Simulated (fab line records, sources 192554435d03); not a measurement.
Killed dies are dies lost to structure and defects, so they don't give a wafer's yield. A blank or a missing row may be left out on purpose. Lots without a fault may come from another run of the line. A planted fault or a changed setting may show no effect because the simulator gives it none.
fab line records | flow n5_finfet
record lots=10 wafers=28 last_day=17
route steps=1938 shown GATE_CUT@477 PASSIVATION@1936
lots that met no fault: from a run of the same line without faults
start_h: hours from the record's first day to the start of the lot's first wafer shown | wait_h: hours since the lot's step before | " the same as in the row above | L1.1+2: a row that stands for several wafers | - no value, or no start given | * or withheld: withheld | < > ~ a bound
route shown NAME@n: a module of which the file shows steps, and the number in the route of the first | usual: mean/standard deviation of fault-free wafers | same: alike in all rows | chamber/n: place in a boat | sites: the reading at each site | _std_site: their standard deviation | _edge_site: outer sites' mean less inner sites' | radius_mm: how far each site lies from the wafer's centre | mask NAME#n: copy n | behind: the tool/chamber that last shaped the wafer | hold: why the lot was held/for how many hours/how that ended | device: the transistor (n, p or np) that didn't switch | end of line: the same wafers' tests at the end of the route | a step without rows: its recipe alone | killed: dies lost to structure and defects at the first sort, not the wafer's yield | map: a wafer's dies, x killed, . not, _ none there
set.NAME: the setting as run; set.NAME@STEP: as run at that earlier step | model.NAME: the simulator's own value behind a step, which no gauge read
steps of the route over a sample of lots; a table a step, a row a wafer
services: from which hour (start_h, from the record's first day; less than 0 if before it) a tool's chamber was out of use, for how many hours, and why
## steps
# step N5_GATE_CUT_HM_DEP_46
# recipe material=SiO2 target_thk_a=1300 temp_c=400 precursor=TEOS/O2 pressure_torr=6.5 rf_w=900 teos_flow_sccm=161.4 gas=O2 flow_sccm=2650 time_s=26.6
# usual heater_power_w=576/86 showerhead_plenum_p_Torr=8.36/0.04 throttle_valve_pct=18.9/0.96
# columns lot.wafer tool chamber start_h wait_h heater_power_w showerhead_plenum_p_Torr throttle_valve_pct
L713.1 pecvd-02 0 93.43 0.0 641 8.35 18.8
L713.2 " 2 " " 465 8.28 17.1
L713.3 " 1 " " 729 8.32 19.8
L714.2 pecvd-04 2 95.74 0.0 628 8.38 17.2
L714.3 " 0 " " 624 8.35 18.7
L714.6 " 0 " " 614 8.38 18.8
L715.1 pecvd-01 1 106.28 0.0 545 8.39 18.4
L715.3 " 1 " " 537 8.37 18.8
L715.6 " 0 " " 629 8.40 20.4
L718.2 pecvd-01 2 118.39 0.0 506 8.38 19.5
L718.4 " 2 " " 512 8.36 19.6
L718.6 " 1 " " 595 8.39 18.7
L719.2 pecvd-02 0 125.02 0.0 634 8.34 18.9
L719.3 " 2 " " 457 8.27 17.3
L719.4 " 1 " " 692 8.30 19.9
L721.4 pecvd-01 1 138.18 0.1 568 8.37 18.7
L721.5 " 0 " " 582 8.42 20.2
L722.1 pecvd-04 1 147.69 0.0 517 8.37 19.4
L722.6 " 2 " " 622 8.38 17.6
L730.2 pecvd-04 1 196.76 0.0 474 8.38 19.5
L730.4 " 2 " " 591 8.36 17.5
L730.5 " 1 " " 463 8.37 19.5
L734.1 pecvd-04 0 217.02 0.0 680 8.38 18.5
L734.5 " 2 " " 568 8.37 17.7
L734.6 " 0 " " 696 8.35 18.3
L735.2 pecvd-02 0 221.35 0.0 631 8.32 18.9
L735.5 " 2 " " 428 8.29 17.5
L735.6 " 0 " " 622 8.36 19.3
# step N5_GATE_CUT_INSPECT_15
# recipe mode=adi inspect_instrument=brightfield
# usual raw_defect_count=147/40
# columns lot.wafer tool chamber start_h wait_h raw_defect_count
L713.1 defect_inspect-01 - 93.85 0.1 123
L713.2 " - " " 128
L713.3 " - " " 98
L714.2 defect_inspect-02 - 96.17 0.0 195
L714.3 " - " " 206
L714.6 " - " " 244
L715.1 defect_inspect-01 - 106.86 0.1 159
L715.3 " - " " 206
L715.6 " - " " 160
L718.2 defect_inspect-01 - 118.94 0.0 282
L718.4 " - " " 135
L718.6 " - " " 130
L719.2 defect_inspect-02 - 125.45 0.0 112
L719.3 " - " " 183
L719.4 " - " " 110
L721.4 defect_inspect-01 - 138.59 0.0 153
L721.5 " - " " 181
L722.1 defect_inspect-02 - 148.24 0.1 180
L722.6 " - " " 118
L730.2 defect_inspect-01 - 197.19 0.0 78
L730.4 " - " " 134
L730.5 " - " " 124
L734.1 defect_inspect-02 - 217.58 0.1 172
L734.5 " - " " 101
L734.6 " - " " 71
L735.2 defect_inspect-02 - 221.90 0.0 113
L735.5 " - " " 159
L735.6 " - " " 120
# step N5_GATE_CUT_HM_OPEN_40
# recipe chemistry=C4F6/O2 target=SiO2 mask_material=SiARC target_depth_a=1390 time_s=85.1 ion_energy_ev=250 pressure_mtorr=30 source_w=345 bias_w=185 Ar_flow_sccm=300 C4F6_flow_sccm=10 O2_flow_sccm=10 ends=cleared
# usual drypump_motor_current_A=5.6/0.37 etch_rf_on_time_s=94.0/2.8 oes_product_au=0.72/0.081 rf_vpp_V=666/15 showerhead_plenum_p_Torr=2.91/0.053 throttle_valve_pct=20.83/0.21
# columns lot.wafer tool chamber start_h wait_h drypump_motor_current_A etch_rf_on_time_s oes_product_au rf_hours_counter_h rf_vpp_V showerhead_plenum_p_Torr throttle_valve_pct
L713.1 rie_diel-04 3 94.05 0.0 6.1 93.0 0.76 86 693 2.91 20.62
L713.2 " 1 " " 5.0 91.5 0.70 135 676 2.93 20.47
L713.3 " 0 " " 5.4 96.4 0.68 142 660 2.96 20.91
L714.2 rie_diel-05 3 96.38 0.0 5.8 94.3 0.64 230 660 2.97 20.88
L714.3 " 0 " " 5.0 90.4 0.67 185 657 2.96 20.88
L714.6 " 3 " " 5.8 96.9 0.64 - 660 2.97 20.88
L715.1 rie_diel-01 2 107.05 0.0 5.8 91.2 0.84 16 666 2.81 21.13
L715.3 " 3 " " 6.2 98.9 0.61 239 645 2.83 20.97
L715.6 " 3 " " 6.2 98.1 0.61 - 644 2.83 20.96
L718.2 rie_diel-04 0 119.17 0.0 5.4 95.5 0.68 150 660 2.96 20.95
L718.4 " 1 " " 5.0 92.8 0.70 143 676 2.92 20.47
L718.6 " 1 " " 4.9 91.2 0.69 - 676 2.92 20.47
L719.2 rie_diel-01 1 125.67 0.0 5.7 96.0 0.78 42 677 2.99 20.79
L719.3 " 2 " " 5.8 90.9 0.82 22 668 2.81 21.16
L719.4 " 3 " " 6.1 98.2 0.61 245 644 2.83 20.98
L721.4 rie_diel-01 2 138.78 0.0 5.8 91.7 0.83 26 667 2.81 21.15
L721.5 " 1 " " 5.7 104.8 0.78 - 677 2.99 20.77
L722.1 rie_diel-05 1 148.44 0.0 5.6 91.4 0.80 33 655 2.93 20.89
L722.6 " 0 " " 5.0 90.7 0.66 - 656 2.96 20.89
L730.2 rie_diel-04 2 197.39 0.0 6.0 90.0 0.91 0 651 2.90 20.90
L730.4 " 3 " " 6.1 90.6 0.73 119 691 2.90 20.69
L730.5 " 3 " " 6.1 90.6 0.73 - 692 2.90 20.70
L734.1 rie_diel-05 2 217.77 0.0 5.7 95.5 0.80 36 689 2.88 20.58
L734.5 " 2 " " 5.7 96.1 0.80 - 688 2.88 20.58
L734.6 " 3 " " 5.8 103.5 0.78 - 659 2.95 20.55
L735.2 rie_diel-01 3 222.36 0.0 6.2 95.8 0.84 12 643 2.82 20.67
L735.5 " 2 " " 5.8 93.1 0.79 - 667 2.80 21.18
L735.6 " 1 " " 5.7 96.9 0.75 - 677 2.98 20.82
# step N5_GATE_CUT_CUT_ETCH_54
# recipe chemistry=Cl2/BCl3 target=TiN mask_material=SiO2 target_depth_a=967 pressure_mtorr=10 icp_w=1000 bias_w=126 Cl2_flow_sccm=53.25 bcl3_flow_sccm=21.75 Ar_flow_sccm=25 ends=cleared
# usual drypump_motor_current_A=5.5/0.48 etch_rf_on_time_s=36.4/0.88 oes_product_au=0.71/0.13 throttle_valve_pct=22.49/0.21
# columns lot.wafer tool chamber start_h wait_h drypump_motor_current_A etch_rf_on_time_s oes_product_au rf_hours_counter_h throttle_valve_pct
L713.1 rie_metal-03 1 94.34 0.0 6.0 36.3 0.90 1 22.14
L713.2 " 0 " " 6.0 38.1 0.64 74 22.63
L713.3 " 1 " " 6.0 36.2 0.90 - 22.13
L714.2 rie_metal-01 1 96.67 0.0 5.9 36.1 0.82 9 22.31
L714.3 " 1 " " 5.9 36.2 0.82 - 22.32
L714.6 " 1 " " 5.9 36.1 0.84 - 22.33
L715.1 rie_metal-01 1 107.34 0.0 5.9 36.0 0.82 10 22.32
L715.3 " 0 " " 5.6 35.9 0.53 - 22.63
L715.6 " 0 " " 5.6 35.9 0.53 - 22.64
L718.2 rie_metal-01 0 119.47 0.0 5.6 35.5 0.53 137 22.62
L718.4 " 1 " " 5.8 35.3 0.82 - 22.30
L718.6 " 1 " " 5.8 35.5 0.82 - 22.32
L719.2 rie_metal-03 0 125.96 0.0 6.0 38.7 0.63 76 22.63
L719.3 " 1 " " 6.0 36.9 0.87 - 22.14
L719.4 " 0 " " 6.0 38.8 0.63 - 22.62
L721.4 rie_metal-01 1 139.09 0.0 5.8 36.1 0.82 - 22.32
L721.5 " 1 " " 5.8 36.1 0.80 - 22.32
L722.1 rie_metal-02 0 148.73 0.0 5.6 35.8 0.84 3 22.34
L722.6 " 1 " " 4.7 35.6 0.60 - 22.75
L730.2 rie_metal-02 1 197.68 0.0 4.7 36.7 0.58 101 22.77
L730.4 " 1 " " 4.7 36.5 0.58 - 22.76
L730.5 " 1 " " 4.7 36.3 0.59 - 22.78
L734.1 rie_metal-03 0 218.06 0.0 6.0 38.3 0.62 85 22.64
L734.5 " 0 " " 6.0 38.5 0.61 - 22.65
L734.6 " 1 " " 6.0 36.6 0.82 - 22.17
L735.2 rie_metal-01 1 222.65 0.0 5.9 36.2 0.77 22 22.36
L735.5 " 0 " " 5.6 35.6 0.85 - 22.38
L735.6 " 1 " " 5.9 36.6 0.78 - 22.34
# step N5_GATE_CUT_VAPOR_ETCH_49
# recipe chemistry=BCl3/Cl2 target=TiAlC mode=isotropic
# usual drypump_motor_current_A=5.5/0.49 oes_product_au=0.79/0.14
# columns lot.wafer tool chamber start_h wait_h drypump_motor_current_A oes_product_au
L713.1 rie_metal-03 1 94.49 0.0 6.0 1.01
L713.2 " 0 " " 6.1 0.72
L713.3 " 1 " " 6.0 1.02
L714.2 rie_metal-01 1 96.82 0.0 5.9 0.91
L714.3 " 1 " " 5.9 0.91
L714.6 " 1 " " 5.9 0.91
L715.1 rie_metal-01 1 107.49 0.0 5.9 0.90
L715.3 " 0 " " 5.6 0.58
L715.6 " 0 " " 5.6 0.59
L718.2 rie_metal-01 0 119.62 0.0 5.6 0.59
L718.4 " 1 " " 5.9 0.90
L718.6 " 1 " " 5.9 0.90
L719.2 rie_metal-03 0 126.11 0.0 6.0 0.71
L719.3 " 1 " " 6.0 0.98
L719.4 " 0 " " 6.0 0.71
L721.4 rie_metal-01 1 139.23 0.0 5.8 0.90
L721.5 " 1 " " 5.9 0.89
L722.1 rie_metal-02 0 148.88 0.0 5.6 0.92
L722.6 " 1 " " 4.7 0.65
L730.2 rie_metal-02 1 197.83 0.0 4.7 0.65
L730.4 " 1 " " 4.7 0.65
L730.5 " 1 " " 4.7 0.65
L734.1 rie_metal-03 0 218.21 0.0 6.1 0.70
L734.5 " 0 " " 6.0 0.70
L734.6 " 1 " " 6.0 0.92
L735.2 rie_metal-01 1 222.80 0.0 5.9 0.85
L735.5 " 0 " " 5.6 0.93
L735.6 " 1 " " 5.9 0.85
# step N5_GATE_CUT_THK_MEAS_24
# recipe reads=SiO2_of_GATE_CUT_HM_DEP_46+SiO2_flowable_of_ILD0_FCVD_FILL_01
# usual GC_FILL_THK=219.7/2.2
# columns lot.wafer tool chamber start_h wait_h GC_FILL_THK[nm]
L713.1 film_metro-02 - 97.31 - 220.6
L713.2 " - " " 219.8
L713.3 " - " " 221.1
L714.2 film_metro-01 - 99.05 - 217.8
L714.3 " - " " 217.5
L714.6 " - " " 220.8
L715.1 film_metro-02 - 109.62 - 218.0
L715.3 " - " " 219.9
L715.6 " - " " 218.4
L718.2 film_metro-02 - 121.65 - 219.8
L718.4 " - " " 224.9
L718.6 " - " " 221.8
L719.2 film_metro-01 - 128.13 - 221.3
L719.3 " - " " 218.7
L719.4 " - " " 218.4
L721.4 film_metro-02 - 141.25 - 221.9
L721.5 " - " " 233.5
L722.1 film_metro-02 - 150.90 - 216.3
L722.6 " - " " 219.1
L730.2 film_metro-02 - 199.91 - 215.2
L730.4 " - " " 220.1
L730.5 " - " " 219.8
L734.1 film_metro-01 - 220.23 - 220.8
L734.5 " - " " 219.6
L734.6 " - " " 223.2
L735.2 film_metro-01 - 224.83 - 222.2
L735.5 " - " " 223.0
L735.6 " - " " 222.1
# step N5_PASSIVATION_PROBE_49
# usual killed_at_M0_to_M3=34/8.9 killed_at_M4_up=13/4.6 killed_at_contacts=12/5.5 killed_at_front_end=41/11 killed_at_other=3.1/2.9 killed_dies=102/16 killed_open=66/11 killed_short=34/7.6
# same gross_dies=1180 killed_at_back_side=0
# columns lot.wafer tool chamber start_h wait_h killed_at_M0_to_M3 killed_at_M4_up killed_at_contacts killed_at_front_end killed_at_other killed_dies killed_open killed_short
L735.2 prober-01 - 407.83 0.1 25 14 7 38 1 85 45 38
L735.5 prober-01 - 407.98 0.2 33 16 7 27 2 85 55 30
L735.6 prober-01 - 408.03 0.3 42 19 6 36 2 105 63 42
# killed by level:class
L735.2 STI_FIN_REVEAL:geometric_particle:open=8 MOL_CONTACT_COAG:geometric_particle:open=6 DUMMY_GATE:geometric_particle:open=5 BEOL_M0_SAQP:geometric_particle:short=5 BEOL_M3:geometric_particle:short=5 FIN_SAQP:geometric_particle:open=4 FIN_SAQP:geometric_particle:short=4 BEOL_M0_SAQP:geometric_particle:open=4
L735.5 BEOL_M4:geometric_particle:open=12 BEOL_M3:geometric_particle:open=9 BEOL_M0_SAQP:geometric_particle:short=8 BEOL_M0_SAQP:geometric_particle:open=6 STI_FIN_REVEAL:geometric_particle:open=5 STARTING-WAFER:geometric_particle:short=5 MOL_CONTACT_COAG:geometric_particle:open=4 STARTING-WAFER:geometric_particle:open=4
L735.6 BEOL_M0_SAQP:geometric_particle:short=11 STI_FIN_REVEAL:geometric_particle:open=7 BEOL_M0_SAQP:geometric_particle:open=7 BEOL_M3:geometric_particle:open=7 FIN_SAQP:geometric_particle:open=6 BEOL_M4:geometric_particle:open=6 FIN_SAQP:geometric_particle:short=5 BEOL_M1:geometric_particle:short=5
## services
# columns tool chamber start_h hours kind
rie_metal-03 0 78.39 6.7 repair
rie_diel-01 2 78.79 3.0 repair
pecvd-04 - 85.71 0.6 repair
rie_diel-01 - 100.88 0.9 repair
pecvd-04 1 105.45 - calibration
pecvd-04 2 105.64 5.5 scheduled_down
rie_diel-04 0 135.51 2.6 repair
rie_diel-04 2 137.67 9.0 repair
pecvd-02 - 144.46 0.7 repair
rie_diel-01 3 146.17 - clean
rie_diel-01 3 146.17 - consumable_replace:focus_ring
pecvd-04 - 148.13 1.1 repair
rie_metal-03 - 149.00 0.4 repair
rie_diel-05 3 154.00 3.5 repair
rie_diel-04 - 156.29 1.1 repair
rie_metal-01 0 159.85 - clean
rie_metal-01 0 159.85 12.2 scheduled_down
rie_metal-01 0 159.85 12.2 vent_cycle
rie_diel-04 1 173.36 6.0 repair
pecvd-04 - 175.90 0.9 repair
pecvd-01 - 186.49 2.8 pm
rie_diel-05 - 200.69 1.2 repair
rie_diel-04 3 204.29 12.3 repair
rie_diel-01 - 205.20 14.6 pm
## key
first_sign step=N5_GATE_CUT_HM_OPEN_40 reading=etch_rf_on_time_s direction=up sigmas=3.8 usual=* struck=*
effect step=N5_GATE_CUT_THK_MEAS_24 reading=GC_FILL_THK direction=up sigmas=6.4 usual=219.7 struck=233.5
met_at N5_GATE_CUT_HM_DEP_46
struck_lots L721
struck_wafers L721.5
tester_left_out L721
not_acting_at N5_GATE_CUT_INSPECT_15,N5_GATE_CUT_CUT_ETCH_54,N5_GATE_CUT_VAPOR_ETCH_49
onset_between 118.39 138.18
fault kind=process_parameter_drift tool=pecvd-01 chamber=- onset_h=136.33 steps=N5_GATE_CUT_HM_DEP_46 channel=time_s offset=* shape=step end_h=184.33 scope=struck_wafers_only acts_in=* stated=*
# tester_left_out: of these lots the tester's yield and bins aren't shown, on N5 and GAA mostly nor the transistor test; their killed dies are dies lost to structure and defects alone, not to doping, threshold or leakage, so they don't give the yield
